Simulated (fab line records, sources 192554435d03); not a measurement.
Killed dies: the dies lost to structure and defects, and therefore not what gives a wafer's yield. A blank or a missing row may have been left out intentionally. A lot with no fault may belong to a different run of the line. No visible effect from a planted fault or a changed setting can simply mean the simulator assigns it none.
fab line records	flow n5-finfet
[record] lots = 7	wafers = 21
route steps=1938 shown BEOL_M4@1059 BEOL_M6@1198 BEOL_M7@1287 BEOL_M8@1374
start-h: hours from the record's opening day to when the first of the lot's shown wafers began	wait-h: hours since the lot's step before	" the same as in the row above	L1.1+2: a row that stands for several wafers	- no value present, or no start provided	* or withheld: withheld	< > ~ a bound
route shown NAME@n: NAME is a module with steps in the file, n the number in the route of the first one	usual: mean and standard deviation over wafers with no fault	same: alike in all rows	chamber/n: place in a boat	sites: per-site readings	_std_site: their standard deviation	_edge_site: mean of outer sites minus mean of inner sites	radius-mm: how far each site lies from the wafer's centre	mask NAME#n: copy n	behind: tool/chamber where the wafer was last shaped	hold: why the lot was held/for how many hours/how that ended	device: names the non-switching transistor (n, p or np)	end of line: tests of these same wafers at the route's end	step lacking rows: just its recipe	killed: count of dies lost to structure and defects at first sort (not the wafer's yield)	map: a wafer's dies, marking killed ones x, the rest . and places with no die _
set.NAME: setting as actually run; set.NAME@STEP: the setting as run at that earlier step	model.NAME: the simulator's own value behind a step, which no gauge read
lots run with intentionally changed settings; tables by step, rows by wafer
[[steps]]
[step N5_BEOL_M4_DESCUM_33]
[recipe] chemistry = O2	time-s = 7	source-power-w = 50	bias-power-w = 20	pressure-mtorr = 20	rf-frequency-hz = 2.712e+07	temp-c = 40	resist = CAR-EUV	o2-flow-sccm = 225
lot.wafer	tool	chamber	start-h	wait-h	set.time-s	model.CAR-EUV_of_BEOL_M4_COAT_22.thk-nm
L076.3+4+6	rie-diel-06	1,0,1	168.41	0.2	7	26.2
L090.1	rie-diel-06	2	253.40	0.0	6.414	26.4
L090.2+3	"	1,0	"	"	7	26.2
L091.1+3+6	rie-diel-02	0,2,2	261.90	0.0	7	26
L092.1+5+6	rie-diel-02	3,3,0	267.48	0.0	7	26
L094.2+6	rie-diel-06	1,0	275.26	0.5	7	26.2
L094.3	"	2	"	"	7	26
L095.4	rie-diel-06	3	281.13	0.0	7	25.8
L095.5	"	0	"	"	5.963	26.4
L095.6	"	3	"	"	5.963	26.6
L096.1	rie-diel-06	2	281.92	0.0	8.058	25.4
L096.3+4	"	3,0	"	"	8.058	25.6
[step N5_BEOL_M4_ETCH_77]
[recipe] chemistry = N2/H2	target = underlayer	target-depth-a = 65	mask-material = CAR-EUV	time-s = 5.2	ion-energy-ev = 200	pressure-mtorr = 30	source-w = 840	bias-w = 150	n2-flow-sccm = 200	h2-flow-sccm = 200	ends = cleared
lot.wafer	tool	chamber	start-h	wait-h	set.time-s@BEOL_M4_DESCUM_33	model.CAR-EUV_of_BEOL_M4_COAT_22.thk-nm
L076.3+6	rie-diel-06	1	168.44	0.0	7	20.6
L076.4	"	0	"	"	7	20.4
L090.1	rie-diel-06	2	253.44	0.0	6.414	20.8
L090.2	"	1	"	"	7	20.6
L090.3	"	0	"	"	7	20.4
L091.1+3+6	rie-diel-02	0,2,2	261.94	0.0	7	20.2
L092.1+5+6	rie-diel-02	3,3,0	267.53	0.0	7	20.2
L094.2+3+6	rie-diel-06	1,2,0	275.29	0.0	7	20.4
L095.4	rie-diel-06	3	281.17	0.0	7	20.2
L095.5	"	0	"	"	5.963	20.6
L095.6	"	3	"	"	5.963	20.8
L096.1+3+4	rie-diel-06	2,3,0	281.95	0.0	8.058	19.8
[step N5_BEOL_M4_ETCH_69]
[recipe] chemistry = CF4	target = SiARC	target-depth-a = 156	mask-material = CAR-EUV	time-s = 26	ion-energy-ev = 80	pressure-mtorr = 40	source-w = 545	bias-w = 36	Ar_flow_sccm = 100	cf4-flow-sccm = 100	ends = cleared
lot.wafer	tool	chamber	start-h	wait-h	set.cf4-flow-sccm	set.time-s@BEOL_M4_DESCUM_33	model.CAR-EUV_of_BEOL_M4_COAT_22.thk-nm
L076.3+4+6	rie-diel-06	1,0,1	168.46	0.0	100	7	11.4
L090.1	rie-diel-06	2	253.45	0.0	100	6.414	11.6
L090.2	"	1	"	"	100	7	11.4
L090.3	"	0	"	"	100	7	11.2
L091.1+3+6	rie-diel-02	0,2,2	261.95	0.0	100	7	11
L092.1+5	rie-diel-02	3	267.56	0.0	100	7	11.2
L092.6	"	0	"	"	100	7	11
L094.2+3	rie-diel-06	1,2	275.31	0.0	93	7	11.2
L094.6	"	0	"	"	100	7	11.2
L095.4	rie-diel-06	3	281.19	0.0	100	7	10.8
L095.5	"	0	"	"	106.6	5.963	11.4
L095.6	"	3	"	"	106.6	5.963	11.6
L096.1	rie-diel-06	2	281.97	0.0	93.63	8.058	10.6
L096.3	"	3	"	"	100	8.058	10.6
L096.4	"	0	"	"	93.63	8.058	10.8
[step N5_BEOL_M6_HM_DEP_02]
[recipe] material = TiN	target-thk-a = 200	temp-c = 25	chamber-pressure-pa = 0.49996
lot.wafer	tool	chamber	start-h	wait-h	set.target-thk-a	model.TiN_of_BEOL_M6_HM_DEP_02.thk-nm
L076.3	pvd-sputter-03	-	191.84	1.8	200	19.6
L076.4	"	-	"	"	189.1	19.2
L076.6	"	-	"	"	200	20
L090.1	pvd-sputter-01	-	280.27	0.1	200	20
L090.2	"	-	"	"	183.4	18.6
L090.3	"	-	"	"	183.4	18.4
L092.1+6	pvd-sputter-03	-	291.35	4.1	200	20
L092.5	"	-	"	"	200	20.2
L094.2+3	pvd-sputter-03	-	293.15	0.1	174.3	17.4
L094.6	"	-	"	"	200	20
L091.1	pvd-sputter-01	-	304.48	1.6	200	20
L091.3	"	-	"	"	208.3	21.4
L091.6	"	-	"	"	208.3	21
L095.4+5	pvd-sputter-01	-	313.64	1.0	200	20.2
L095.6	"	-	"	"	200	19.8
L096.1	pvd-sputter-03	-	320.36	1.1	200	19.8
L096.3	"	-	"	"	200	20
L096.4	"	-	"	"	192.7	19.2
[step N5_BEOL_M6_COAT_60]
[recipe] resist = SiARC	temp-c = 220	time-s = 60	spin-rpm = 1500	resist-thk-nm = 35
lot.wafer	tool	chamber	start-h	wait-h	set.spin-rpm	model.SiARC_of_BEOL_M6_COAT_60.thk-nm
L076.3	litho-track-05	0	-	-	1339	37
L076.4+6	"	0	"	"	1500	35
L090.1+3	litho-track-04	0	-	-	1500	34.8
L090.2	"	0	"	"	1500	35
L092.1+5+6	litho-track-04	0	-	-	1500	34.8
L094.2+3	litho-track-01	0	-	-	1500	35.2
L094.6	"	0	"	"	1408	36.2
L091.1+3+6	litho-track-04	0	-	-	1500	34.8
L095.4+6	litho-track-01	0	-	-	1500	35.2
L095.5	"	0	"	"	1500	35
L096.1	litho-track-04	0	-	-	1635	33.6
L096.3	"	0	"	"	1635	33.4
L096.4	"	0	"	"	1500	35
[step N5_BEOL_M6_COAT_05]
[recipe] resist = CAR-ArF	spin-rpm = 1500	resist-thk-nm = 90
[step N5_BEOL_M6_EBR_07]
[recipe] solvent = PGMEA	ebr-width-mm = 1.5
[step N5_BEOL_M6_DESCUM_16]
[recipe] chemistry = O2	time-s = 7.9	source-power-w = 50	bias-power-w = 20	pressure-mtorr = 20	rf-frequency-hz = 2.712e+07	temp-c = 40	resist = CAR-ArF	o2-flow-sccm = 225
[step N5_BEOL_M6_ETCH_61]
[recipe] chemistry = CF4	target = SiARC	target-depth-a = 455	mask-material = CAR-ArF	time-s = 75.8	ion-energy-ev = 80	pressure-mtorr = 40	source-w = 545	bias-w = 36	Ar_flow_sccm = 100	cf4-flow-sccm = 100	ends = cleared
lot.wafer	tool	chamber	start-h	wait-h	set.spin-rpm@BEOL_M6_COAT_60	model.etch.depth-nm	model.CAR-ArF_of_BEOL_M6_COAT_05.thk-nm
L076.3	rie-diel-02	0	192.46	0.0	1339	37.09	48.6
L076.4	"	1	"	"	1500	35.02	50.6
L076.6	"	0	"	"	1500	35.04	50.6
L090.1	rie-diel-01	2	280.90	0.0	1500	34.87	51
L090.2	"	0	"	"	1500	34.9	50.8
L090.3	"	3	"	"	1500	34.84	50.8
L092.1	rie-diel-02	1	292.10	0.0	1500	34.79	50.8
L092.5	"	3	"	"	1500	34.77	51.2
L092.6	"	1	"	"	1500	34.78	51.2
L094.2	rie-diel-01	0	293.79	0.0	1500	35.14	50.6
L094.3	"	1	"	"	1500	35.18	50.8
L094.6	"	3	"	"	1408	36.18	50
L091.1	rie-diel-06	3	304.98	0.0	1500	34.87	50.8
L091.3	"	0	"	"	1500	34.85	51.2
L091.6	"	1	"	"	1500	34.84	50.8
L095.4	rie-diel-02	0	314.59	0.0	1500	35.17	51.8
L095.5	"	1	"	"	1500	35.08	51.6
L095.6	"	3	"	"	1500	35.11	51.4
L096.1	rie-diel-01	2	321.34	0.0	1635	33.56	52.4
L096.3	"	0	"	"	1635	33.46	52.4
L096.4	"	3	"	"	1500	34.95	51.2
[step N5_BEOL_M6_ETCH_62]
[recipe] chemistry = N2/H2	target = SOC	target-depth-a = 1100	overetch-a = 220	mask-material = SiARC	temp-c = 40	time-s = 165	ion-energy-ev = 200	pressure-mtorr = 30	source-w = 840	bias-w = 150	n2-flow-sccm = 200	h2-flow-sccm = 200
lot.wafer	tool	chamber	start-h	wait-h	set.spin-rpm@BEOL_M6_COAT_60	model.SiARC_of_BEOL_M6_COAT_60.thk-nm
L076.3	rie-diel-02	0	192.52	0.0	1339	30.4
L076.4	"	1	"	"	1500	28.2
L076.6	"	0	"	"	1500	28.4
L090.1+3	rie-diel-01	2,3	280.95	0.0	1500	28.2
L090.2	"	0	"	"	1500	28
L092.1+6	rie-diel-02	1	292.16	0.0	1500	28
L092.5	"	3	"	"	1500	28.2
L094.2	rie-diel-01	0	293.84	0.0	1500	28.2
L094.3	"	1	"	"	1500	28.6
L094.6	"	3	"	"	1408	29.6
L091.1	rie-diel-06	3	305.04	0.0	1500	28
L091.3+6	"	0,1	"	"	1500	28.2
L095.4	rie-diel-02	0	314.69	0.1	1500	28.4
L095.5	"	1	"	"	1500	28.2
L095.6	"	3	"	"	1500	28.6
L096.1	rie-diel-01	2	321.40	0.0	1635	26.8
L096.3	"	0	"	"	1635	26.4
L096.4	"	3	"	"	1500	28.4
[step N5_BEOL_M6_STRIP_68]
[recipe] chemistry = N2/H2	temp-c = 40	n2-flow-sccm = 200	h2-flow-sccm = 200	rf-frequency-hz = 6e+07
[step N5_BEOL_M6_STRIP_67]
[recipe] chemistry = CF4	resist = SiARC	power-w = 300	bias-power-w = 75	pressure-mtorr = 50	cf4-flow-sccm = 150	rf-frequency-hz = 6e+07
[step N5_BEOL_M6_HM_OPEN_17]
[recipe] chemistry = Cl2/BCl3	target-depth-a = 200	overetch-a = 60	target = TiN	mask-material = SOC	ion-energy-ev = 150	pressure-mtorr = 10	icp-w = 1000	bias-w = 126	Cl2_flow_sccm = 53.25	bcl3-flow-sccm = 21.75	Ar_flow_sccm = 25
lot.wafer	tool	chamber	start-h	wait-h	set.target-thk-a@BEOL_M6_HM_DEP_02	model.etch.depth-nm
L076.3	rie-metal-01	1	192.73	0.1	200	19.64
L076.4	"	0	"	"	189.1	19.17
L076.6	"	0	"	"	200	19.93
L090.1	rie-metal-02	0	281.14	0.0	200	19.94
L090.2	"	0	"	"	183.4	18.64
L090.3	"	0	"	"	183.4	18.5
L092.1	rie-metal-01	1	292.34	0.0	200	19.97
L092.5	"	0	"	"	200	20.19
L092.6	"	1	"	"	200	19.96
L094.2	rie-metal-01	1	294.03	0.0	174.3	17.38
L094.3	"	1	"	"	174.3	17.36
L094.6	"	1	"	"	200	20.02
L091.1	rie-metal-01	1	305.22	0.0	200	19.99
L091.3	"	0	"	"	208.3	21.33
L091.6	"	0	"	"	208.3	20.96
L095.4	rie-metal-02	0	314.84	0.1	200	20.27
L095.5	"	1	"	"	200	20.26
L095.6	"	0	"	"	200	19.86
L096.1	rie-metal-02	1	321.59	0.0	200	19.8
L096.3	"	1	"	"	200	19.97
L096.4	"	0	"	"	192.7	19.25
[step N5_BEOL_M7_COAT_63]
[recipe] resist = SOC	temp-c = 250	time-s = 60	spin-rpm = 1500	resist-thk-nm = 60
lot.wafer	tool	chamber	start-h	wait-h	set.spin-rpm	model.SOC_of_BEOL_M7_COAT_63.thk-nm
L076.3	litho-track-03	0	203.16	3.3	1500	60.2
L076.4	"	0	"	"	1500	60
L076.6	"	0	"	"	1342	63.6
L090.1+3	litho-track-02	0	292.88	0.2	1500	60
L090.2	"	0	"	"	1577	58.4
L092.1	litho-track-03	0	299.39	1.2	1500	60
L092.5+6	"	0	"	"	1500	60.2
L094.2	litho-track-03	0	301.88	0.0	1500	60
L094.3	"	0	"	"	1500	59.8
L094.6	"	0	"	"	1584	58.4
L091.1+6	litho-track-03	0	312.43	0.0	1500	59.8
L091.3	"	0	"	"	1500	60
L095.4+5	litho-track-04	0	322.93	1.3	1500	60.2
L095.6	"	0	"	"	1500	60
L096.1	litho-track-03	0	335.68	2.4	1575	58.8
L096.3	"	0	"	"	1575	58.6
L096.4	"	0	"	"	1500	59.8
[step N5_BEOL_M7_COAT_64]
[recipe] resist = SiARC	temp-c = 220	time-s = 60	spin-rpm = 1500	resist-thk-nm = 12
lot.wafer	tool	chamber	start-h	wait-h	set.spin-rpm	model.SiARC_of_BEOL_M7_COAT_64.thk-nm
L076.3+4+6	litho-track-03	0	-	-	1500	12
L090.1+2+3	litho-track-02	0	-	-	1500	12
L092.1+5+6	litho-track-03	0	-	-	1500	12
L094.2+3	litho-track-03	0	-	-	1381	12.4
L094.6	"	0	"	"	1381	12.6
L091.1+6	litho-track-03	0	-	-	1342	12.6
L091.3	"	0	"	"	1500	12
L095.4+6	litho-track-04	0	-	-	1500	12
L095.5	"	0	"	"	1396	12.4
L096.1+3+4	litho-track-03	0	-	-	1562	11.8
[step N5_BEOL_M7_COAT_71]
[recipe] resist = underlayer	temp-c = 205	time-s = 60	spin-rpm = 1500	resist-thk-nm = 5
[step N5_BEOL_M7_COAT_22]
[recipe] resist = CAR-EUV	spin-rpm = 1500	resist-thk-nm = 30
[step N5_BEOL_M7_DESCUM_33]
[recipe] chemistry = O2	time-s = 7	source-power-w = 50	bias-power-w = 20	pressure-mtorr = 20	rf-frequency-hz = 2.712e+07	temp-c = 40	resist = CAR-EUV	o2-flow-sccm = 225
[step N5_BEOL_M7_ETCH_72]
[recipe] chemistry = N2/H2	target = underlayer	target-depth-a = 65	mask-material = CAR-EUV	time-s = 5.2	ion-energy-ev = 200	pressure-mtorr = 30	source-w = 840	bias-w = 150	n2-flow-sccm = 200	h2-flow-sccm = 200	ends = cleared
[step N5_BEOL_M7_ETCH_65]
[recipe] chemistry = CF4	target = SiARC	target-depth-a = 156	mask-material = CAR-EUV	time-s = 26	ion-energy-ev = 80	pressure-mtorr = 40	source-w = 545	bias-w = 36	Ar_flow_sccm = 100	cf4-flow-sccm = 100	ends = cleared
lot.wafer	tool	chamber	start-h	wait-h	set.spin-rpm@BEOL_M7_COAT_64	model.etch.depth-nm
L076.3	rie-diel-05	3	203.73	0.0	1500	12
L076.4+6	"	0	"	"	1500	12.04
L090.1	rie-diel-05	3	293.32	0.0	1500	12.02
L090.2	"	1	"	"	1500	12.05
L090.3	"	0	"	"	1500	12
L092.1	rie-diel-04	0	299.99	0.0	1500	12.03
L092.5	"	1	"	"	1500	12.02
L092.6	"	3	"	"	1500	12.06
L094.2	rie-diel-05	1	302.78	0.0	1381	12.49
L094.3+6	"	0,2	"	"	1381	12.5
L091.1	rie-diel-04	3	312.89	0.0	1342	12.64
L091.3	"	2	"	"	1500	11.99
L091.6	"	3	"	"	1342	12.67
L095.4	rie-diel-05	0	323.49	0.0	1500	12.03
L095.5	"	2	"	"	1396	12.47
L095.6	"	1	"	"	1500	12.08
L096.1	rie-diel-05	3	336.47	0.0	1562	11.77
L096.3+4	"	1,0	"	"	1562	11.76
[step N5_BEOL_M7_ETCH_66]
[recipe] chemistry = N2/H2	target = SOC	target-depth-a = 800	overetch-a = 160	mask-material = SiARC	temp-c = 40	time-s = 120	ion-energy-ev = 200	pressure-mtorr = 30	source-w = 840	bias-w = 150	n2-flow-sccm = 200	h2-flow-sccm = 200
lot.wafer	tool	chamber	start-h	wait-h	set.spin-rpm@BEOL_M7_COAT_63	model.etch.depth-nm
L076.3	rie-diel-05	3	203.75	0.0	1500	60.12
L076.4	"	0	"	"	1500	59.93
L076.6	"	0	"	"	1342	63.67
L090.1	rie-diel-05	3	293.35	0.0	1500	60.06
L090.2	"	1	"	"	1577	58.39
L090.3	"	0	"	"	1500	60.04
L092.1	rie-diel-04	0	300.02	0.0	1500	60.07
L092.5	"	1	"	"	1500	60.2
L092.6	"	3	"	"	1500	60.16
L094.2	rie-diel-05	1	302.81	0.0	1500	59.99
L094.3	"	0	"	"	1500	59.87
L094.6	"	2	"	"	1584	58.34
L091.1	rie-diel-04	3	312.92	0.0	1500	59.83
L091.3	"	2	"	"	1500	59.97
L091.6	"	3	"	"	1500	59.8
L095.4	rie-diel-05	0	323.52	0.0	1500	60.24
L095.5	"	2	"	"	1500	60.1
L095.6	"	1	"	"	1500	60.06
L096.1	rie-diel-05	3	336.50	0.0	1575	58.75
L096.3	"	1	"	"	1575	58.57
L096.4	"	0	"	"	1500	59.87
[step N5_BEOL_M7_STRIP_69]
[recipe] chemistry = N2/H2	temp-c = 40	n2-flow-sccm = 200	h2-flow-sccm = 200	rf-frequency-hz = 6e+07
[step N5_BEOL_M7_STRIP_73]
[recipe] chemistry = N2/H2	temp-c = 40	n2-flow-sccm = 200	h2-flow-sccm = 200	rf-frequency-hz = 6e+07
[step N5_BEOL_M7_VIA_ETCH_34]
[recipe] chemistry = C4F6/O2	target = SiCOH_lowk	target-depth-a = 1255	mask-material = SOC	taper-deg = 4	time-s = 50.5	ion-energy-ev = 250	pressure-mtorr = 30	source-w = 345	bias-w = 185	Ar_flow_sccm = 300	C4F6_flow_sccm = 10	O2_flow_sccm = 10
lot.wafer	tool	chamber	start-h	wait-h	set.spin-rpm@BEOL_M7_COAT_63	model.SOC_of_BEOL_M7_COAT_63.thk-nm
L076.3	rie-diel-05	3	203.86	0.0	1500	54.2
L076.4	"	0	"	"	1500	53.8
L076.6	"	0	"	"	1342	57.6
L090.1	rie-diel-05	3	293.45	0.0	1500	54
L090.2	"	1	"	"	1577	52.4
L090.3	"	0	"	"	1500	54.2
L092.1+6	rie-diel-04	0,3	300.12	0.0	1500	54.2
L092.5	"	1	"	"	1500	54.4
L094.2	rie-diel-05	1	302.91	0.0	1500	54.2
L094.3	"	0	"	"	1500	54
L094.6	"	2	"	"	1584	52.2
L091.1+3+6	rie-diel-04	3,2,3	313.02	0.0	1500	53.8
L095.4	rie-diel-05	0	323.62	0.0	1500	54.2
L095.5	"	2	"	"	1500	53.8
L095.6	"	1	"	"	1500	54
L096.1	rie-diel-05	3	336.60	0.0	1575	52.8
L096.3	"	1	"	"	1575	52.6
L096.4	"	0	"	"	1500	54
[step N5_BEOL_M7_ETCH_41]
[recipe] chemistry = CH3F/O2	target = SiCN	target-depth-a = 319	taper-deg = 2	time-s = 57.8	ion-energy-ev = 120	mask-material = TiN	pressure-mtorr = 30	source-w = 395	bias-w = 75	Ar_flow_sccm = 150	CH3F_flow_sccm = 30	O2_flow_sccm = 20
[usual] rf-vpp-V = 296.8/1.8
lot.wafer	tool	chamber	start-h	wait-h	set.source-w	rf-vpp-V
L076.3	rie-diel-05	3	-	-	457.3	282.3
L076.4	"	0	"	"	395	298.5
L076.6	"	0	"	"	395	297.6
L090.1	rie-diel-05	3	-	-	395	296.5
L090.2	"	1	"	"	395	299.6
L090.3	"	0	"	"	395	298.2
L092.1	rie-diel-04	0	-	-	395	295.5
L092.5	"	1	"	"	395	296.1
L092.6	"	3	"	"	395	295.3
L094.2	rie-diel-05	1	-	-	395	299.7
L094.3	"	0	"	"	395	297.3
L094.6	"	2	"	"	395	299.0
L091.1	rie-diel-04	3	-	-	395	296.3
L091.3	"	2	"	"	395	297.4
L091.6	"	3	"	"	456.6	280.7
L095.4	rie-diel-05	0	-	-	461.5	282.1
L095.5	"	2	"	"	461.5	284.6
L095.6	"	1	"	"	461.5	287.2
L096.1	rie-diel-05	3	-	-	395	297.4
L096.3	"	1	"	"	395	299.5
L096.4	"	0	"	"	395	298.1
[step N5_BEOL_M8_VIA_ETCH_34]
[recipe] chemistry = C4F6/O2	target = SiCOH_lowk	target-depth-a = 1255	mask-material = SOC	taper-deg = 4	time-s = 50.5	ion-energy-ev = 250	pressure-mtorr = 30	source-w = 345	bias-w = 185	Ar_flow_sccm = 300	C4F6_flow_sccm = 10	O2_flow_sccm = 10
[usual] rf-vpp-V = 666/7
lot.wafer	tool	chamber	start-h	wait-h	set.source-w	rf-vpp-V
L076.3	rie-diel-01	3	213.64	0.0	318.6	694
L076.4	"	1	"	"	345	664
L076.6	"	1	"	"	318.6	692
L090.1	rie-diel-02	1	299.98	0.0	304.3	705
L090.2	"	0	"	"	345	657
L090.3	"	3	"	"	304.3	708
L092.1	rie-diel-06	0	307.52	0.0	345	672
L092.5	"	3	"	"	345	678
L092.6	"	0	"	"	345	673
L094.2	rie-diel-01	0	309.34	0.0	345	667
L094.3	"	1	"	"	368.5	642
L094.6	"	3	"	"	345	667
L091.1	rie-diel-01	0	319.70	0.0	345	666
L091.3	"	1	"	"	345	664
L091.6	"	2	"	"	345	659
L095.4	rie-diel-01	0	336.30	0.0	345	666
L095.5	"	2	"	"	345	659
L095.6	"	3	"	"	316.3	697
L096.1	rie-diel-06	1	343.13	0.0	345	665
L096.3	"	3	"	"	345	678
L096.4	"	0	"	"	363.9	655
[[key]]
[split] step = N5_BEOL_M4_DESCUM_33	setting = time-s	stated = 7	by = wafer
[response] step = N5_BEOL_M4_DESCUM_33	reading = model.CAR-EUV_of_BEOL_M4_COAT_22.thk-nm	change = -0.0416	per = 1%	r = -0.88
[response] step = N5_BEOL_M4_ETCH_77	reading = model.CAR-EUV_of_BEOL_M4_COAT_22.thk-nm	change = -0.0343	per = 1%	r = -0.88
[response] step = N5_BEOL_M4_ETCH_69	reading = model.CAR-EUV_of_BEOL_M4_COAT_22.thk-nm	change = -0.0445	per = 1%	r = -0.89
[split] step = N5_BEOL_M4_ETCH_69	setting = cf4-flow-sccm	stated = 100	by = wafer
response none clear
[split] step = N5_BEOL_M6_HM_DEP_02	setting = target-thk-a	stated = 200	by = wafer
[response] step = N5_BEOL_M6_HM_DEP_02	reading = model.TiN_of_BEOL_M6_HM_DEP_02.thk-nm	change = +0.193	per = 1%	r = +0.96
[response] step = N5_BEOL_M6_HM_OPEN_17	reading = model.etch.depth-nm	change = +0.19	per = 1%	r = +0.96
[split] step = N5_BEOL_M6_COAT_60	setting = spin-rpm	stated = 1500	by = wafer
[response] step = N5_BEOL_M6_COAT_60	reading = model.SiARC_of_BEOL_M6_COAT_60.thk-nm	change = -0.176	per = 1%	r = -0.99
[response] step = N5_BEOL_M6_ETCH_61	reading = model.etch.depth-nm	change = -0.176	per = 1%	r = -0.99
[response] step = N5_BEOL_M6_ETCH_61	reading = model.CAR-ArF_of_BEOL_M6_COAT_05.thk-nm	change = +0.156	per = 1%	r = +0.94
[response] step = N5_BEOL_M6_ETCH_62	reading = model.SiARC_of_BEOL_M6_COAT_60.thk-nm	change = -0.197	per = 1%	r = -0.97
[split] step = N5_BEOL_M7_COAT_63	setting = spin-rpm	stated = 1500	by = wafer
[response] step = N5_BEOL_M7_COAT_63	reading = model.SOC_of_BEOL_M7_COAT_63.thk-nm	change = -0.305	per = 1%	r = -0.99
[response] step = N5_BEOL_M7_ETCH_66	reading = model.etch.depth-nm	change = -0.319	per = 1%	r = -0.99
[response] step = N5_BEOL_M7_VIA_ETCH_34	reading = model.SOC_of_BEOL_M7_COAT_63.thk-nm	change = -0.329	per = 1%	r = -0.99
[split] step = N5_BEOL_M7_COAT_64	setting = spin-rpm	stated = 1500	by = wafer
[response] step = N5_BEOL_M7_COAT_64	reading = model.SiARC_of_BEOL_M7_COAT_64.thk-nm	change = -0.0572	per = 1%	r = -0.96
[response] step = N5_BEOL_M7_ETCH_65	reading = model.etch.depth-nm	change = -0.0624	per = 1%	r = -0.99
[split] step = N5_BEOL_M7_ETCH_41	setting = source-w	stated = 395	by = wafer
[response] step = N5_BEOL_M7_ETCH_41	reading = rf-vpp-V	change = -1.02	per = 1%	r = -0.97
[split] step = N5_BEOL_M8_VIA_ETCH_34	setting = source-w	stated = 345	by = wafer
[response] step = N5_BEOL_M8_VIA_ETCH_34	reading = rf-vpp-V	change = -3.92	per = 1%	r = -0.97
